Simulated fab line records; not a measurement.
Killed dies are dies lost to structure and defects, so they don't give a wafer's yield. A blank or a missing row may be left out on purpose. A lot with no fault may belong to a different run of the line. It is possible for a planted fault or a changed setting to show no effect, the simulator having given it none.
The tool behind it: which one?	flow nand-harc	12 lots with 36 wafers sampled at 5 steps, on a route of 1159 steps

WHAT EACH GAUGE READ, for each wafer
NHARC_END_SORT_01. Usual: killed-at-array 29, standard deviation 10; killed-at-other 0.7, standard deviation 1.1; killed-at-periphery 3.2, standard deviation 2.2; killed-dies 33, standard deviation 11; killed-open 3.5, standard deviation 1.8; killed-short 2.0, standard deviation 1.4.
lot	measured	on	killed-at-array	killed-at-other	killed-at-periphery	killed-dies	killed-open	killed-short	flag
L302	day 21 10:19	prober-02	673 671 673	0 1 0	4 5 4	677 677 677	3 4 4	4 4 3	OFF
L306	day 21 19:02	prober-02	670 667 668	1 2 2	6 8 7	677 677 677	6 6 2	0 3 0	OFF

EACH LOT AND THE TOOL THAT RAN IT (in order: tool; ch and the chambers of the sampled wafers; start)
lot	NHARC_A_CONTACT_ETCH_50	NHARC_A_CONTACT_ETCH_119	NHARC_A_CONTACT_ETCH_120	NHARC_A_CONTACT_ETCH_123
L300	rie-diel-13 ch 0,1,3, day 17 02:31 or earlier	har-cap-etch-02 ch 0,1, day 17 02:31	har-cap-etch-02 ch 0,1, day 17 02:37	har-cap-etch-02 ch 0,1, day 17 02:55
L303	rie-diel-13 ch 1,2,3, day 17 02:59 or earlier	har-cap-etch-03 ch 0,1, day 17 02:59	har-cap-etch-03 ch 0,1, day 17 03:04	har-cap-etch-03 ch 0,1, day 17 03:21
L302	rie-diel-07 ch 0,1,3, day 17 20:56 or earlier	har-cap-etch-02 ch 0,1, day 17 20:56	har-cap-etch-02 ch 0,1, day 17 21:02	har-cap-etch-02 ch 0,1, day 17 21:18
L306	rie-diel-01 ch 0,1,3, day 18 19:54 or earlier	har-cap-etch-02 ch 0,1, day 18 19:54	har-cap-etch-02 ch 0,1, day 18 19:59	har-cap-etch-02 ch 0,1, day 18 20:16
L314	rie-diel-01 ch 1,2, day 20 11:02 or earlier	har-cap-etch-01 ch 0,1, day 20 11:02	har-cap-etch-01 ch 0,1, day 20 11:08	har-cap-etch-01 ch 0,1, day 20 11:31
L316	rie-diel-13 ch 0,1,2, day 20 22:35 or earlier	har-cap-etch-03 ch 0,1, day 20 22:35	har-cap-etch-03 ch 0,1, day 20 22:41	har-cap-etch-03 ch 0,1, day 20 23:02
L317	rie-diel-07 ch 0,1,2, day 20 23:46 or earlier	har-cap-etch-02 ch 0,1, day 20 23:46	har-cap-etch-02 ch 0,1, day 20 23:51	har-cap-etch-02 ch 0,1, day 21 00:10
L315	rie-diel-13 ch 0,1,3, day 21 04:30 or earlier	har-cap-etch-03 ch 0,1, day 21 04:30	har-cap-etch-03 ch 0,1, day 21 04:35	har-cap-etch-03 ch 0,1, day 21 04:52
L318	rie-diel-01 ch 1,2, day 21 07:28 or earlier	har-cap-etch-02 ch 0,1, day 21 07:28	har-cap-etch-02 ch 0,1, day 21 07:33	har-cap-etch-02 ch 0,1, day 21 07:56
L319	rie-diel-07 ch 0,1,3, day 22 02:12 or earlier	har-cap-etch-01 ch 0,1, day 22 02:12	har-cap-etch-01 ch 0,1, day 22 02:17	har-cap-etch-01 ch 0,1, day 22 02:34
L320	rie-diel-01 ch 0,2,3, day 22 08:19 or earlier	har-cap-etch-02 ch 0,1, day 22 08:19	har-cap-etch-02 ch 0,1, day 22 08:25	har-cap-etch-02 ch 0,1, day 22 08:46
L321	rie-diel-13 ch 1,2,3, day 22 12:53 or earlier	har-cap-etch-01 ch 0,1, day 22 12:53	har-cap-etch-01 ch 0,1, day 22 13:01	har-cap-etch-01 ch 0,1, day 22 13:23
- NHARC_A_CONTACT_ETCH_50: etches the open film in CF4/CHF3, target depth 84.7 nm, time 42.4 s.
- NHARC_A_CONTACT_ETCH_119: etches the open film in C4F8/O2/Ar, time 94 s, target depth 922 nm.
- NHARC_A_CONTACT_ETCH_120: etches the open film in C4F8/O2/Ar, time 94 s, target depth 922 nm.
- NHARC_A_CONTACT_ETCH_123: etches the open film in C4F8/O2/Ar, time 253 s, target depth 1090 nm.

WHAT THE TOOLS THEMSELVES READ (means of the sampled wafers that have a number; where no wafer has one, the mark that the record gives instead)
NHARC_A_CONTACT_ETCH_50. Usual: for bias-w, 200.0 W with a standard deviation of 0.61; for cf4-flow-sccm, 99.94 sccm with a standard deviation of 0.3; for drypump-motor-current-A, 5.7 A with a standard deviation of 0.4; for oes-product-au, 0.946 a.u. with a standard deviation of 0.022; for rf-vpp-V, 369.6 V with a standard deviation of 2; for showerhead-plenum-p-Torr, 1.54 Torr with a standard deviation of 0.056; for throttle-valve-pct, 16.802 % with a standard deviation of 0.0094.
lot	tool	bias-w (W)	cf4-flow-sccm (sccm)	drypump-motor-current-A (A)	oes-product-au (a.u.)	rf-vpp-V (V)	showerhead-plenum-p-Torr (Torr)	throttle-valve-pct (%)	flag
L300	rie-diel-13	200.4	100.11	5.5	0.923	369.4	1.54	16.810	
L303	rie-diel-13	200.1	99.85	5.8	0.942	370.2	1.54	16.811	
L302	rie-diel-07	199.7	100.04	5.6	0.923	370.7	1.59	16.803	
L306	rie-diel-01	200.0	99.72	5.7	0.928	367.8	1.49	16.801	
L314	rie-diel-01	199.7	99.85	5.7	0.920	369.9	1.56	16.800	
L316	rie-diel-13	200.0	99.98	5.6	0.962	368.1	1.50	16.790	
L317	rie-diel-07	199.8	99.87	5.8	0.923	371.1	1.59	16.802	
L315	rie-diel-13	200.3	100.10	5.5	0.965	369.6	1.53	16.802	
L318	rie-diel-01	200.0	100.16	5.7	0.917	370.4	1.56	16.803	
L319	rie-diel-07	199.8	99.68	5.6	0.961	371.1	1.58	16.799	
L320	rie-diel-01	199.3	99.87	6.0	0.972	371.5	1.61	16.801	
L321	rie-diel-13	199.9	100.01	5.8	0.969	369.2	1.54	16.790	

NHARC_A_CONTACT_ETCH_119. Usual: chamber-pressure-mTorr 20.000 mTorr, standard deviation 0.018; oes-air-line-au 1.003 a.u., standard deviation 0.022.
lot	tool	chamber-pressure-mTorr (mTorr)	oes-air-line-au (a.u.)	flag
L300	har-cap-etch-02	20.012	0.997	
L303	har-cap-etch-03	19.981	1.002	
L302	har-cap-etch-02	20.007	1.001	
L306	har-cap-etch-02	19.998	0.980	
L314	har-cap-etch-01	19.995	1.028	
L316	har-cap-etch-03	19.992	1.004	
L317	har-cap-etch-02	20.004	1.000	
L315	har-cap-etch-03	20.014	0.988	
L318	har-cap-etch-02	20.009	1.006	
L319	har-cap-etch-01	19.990	1.004	
L320	har-cap-etch-02	20.005	0.987	
L321	har-cap-etch-01	19.998	1.016	

NHARC_A_CONTACT_ETCH_120. Usual: chamber-pressure-mTorr 19.998 mTorr, standard deviation 0.018; oes-air-line-au 1.003 a.u., standard deviation 0.02.
lot	tool	chamber-pressure-mTorr (mTorr)	oes-air-line-au (a.u.)	flag
L300	har-cap-etch-02	20.028	1.013	
L303	har-cap-etch-03	20.004	0.999	
L302	har-cap-etch-02	-	-	OFF
L306	har-cap-etch-02	-	-	OFF
L314	har-cap-etch-01	19.993	1.006	
L316	har-cap-etch-03	19.994	0.984	
L317	har-cap-etch-02	19.998	0.998	
L315	har-cap-etch-03	20.015	1.002	
L318	har-cap-etch-02	19.999	1.016	
L319	har-cap-etch-01	20.002	0.982	
L320	har-cap-etch-02	19.994	1.002	
L321	har-cap-etch-01	19.991	0.997	

NHARC_A_CONTACT_ETCH_123. Usual: chamber-pressure-mTorr 19.997 mTorr, standard deviation 0.018; oes-air-line-au 0.997 a.u., standard deviation 0.021.
lot	tool	chamber-pressure-mTorr (mTorr)	oes-air-line-au (a.u.)	flag
L300	har-cap-etch-02	19.985	1.005	
L303	har-cap-etch-03	19.991	0.999	
L302	har-cap-etch-02	19.985	0.992	
L306	har-cap-etch-02	19.988	0.973	
L314	har-cap-etch-01	20.001	1.006	
L316	har-cap-etch-03	19.996	0.998	
L317	har-cap-etch-02	20.008	0.985	
L315	har-cap-etch-03	20.002	0.992	
L318	har-cap-etch-02	20.023	0.994	
L319	har-cap-etch-01	19.988	1.001	
L320	har-cap-etch-02	19.984	0.992	
L321	har-cap-etch-01	19.998	1.008	

THE ANSWER, worked out from the rows above alone
Rule: a lot counts as off when the mean over its wafers that have a number is more than 3 standard deviations away from the usual mean. Also off: a lot with no number at a reading for which 4 or more lots have one. Where the step has rows for the other lots, those lots are counted as sound. The gauges are gone through in route order, then the tools' own readings, and for those a lot's mean is taken as printed above. The first step at which some lot is off is used, and at that step the reading that is off furthest; a lot without a number counts as furthest.
Off at NHARC_END_SORT_01 (killed-at-array): L302, L306. Neither off nor sound, because the step has no rows for them: L300, L303, L314, L316, L317, L315, L318, L319, L320, L321.
A tool fits if, at a process step before that reading, it ran every lot that is off, and no sound lot after the first of them. The gauges at NHARC_END_SORT_01 aren't tried: what is off there is off at NHARC_A_CONTACT_ETCH_120 too, on other tools, and a gauge's error can't cause that. NHARC_A_CONTACT_ETCH_50: start missing for some lots; hours and lot order therefore follow NHARC_A_CONTACT_ETCH_119. One fits: har-cap-etch-02 at NHARC_A_CONTACT_ETCH_119 and NHARC_A_CONTACT_ETCH_120 and NHARC_A_CONTACT_ETCH_123. It ran no sound lot before its first lot that is off in this sample, so the start can't be narrowed down.

WHAT THE SIMULATOR HAD INSERTED
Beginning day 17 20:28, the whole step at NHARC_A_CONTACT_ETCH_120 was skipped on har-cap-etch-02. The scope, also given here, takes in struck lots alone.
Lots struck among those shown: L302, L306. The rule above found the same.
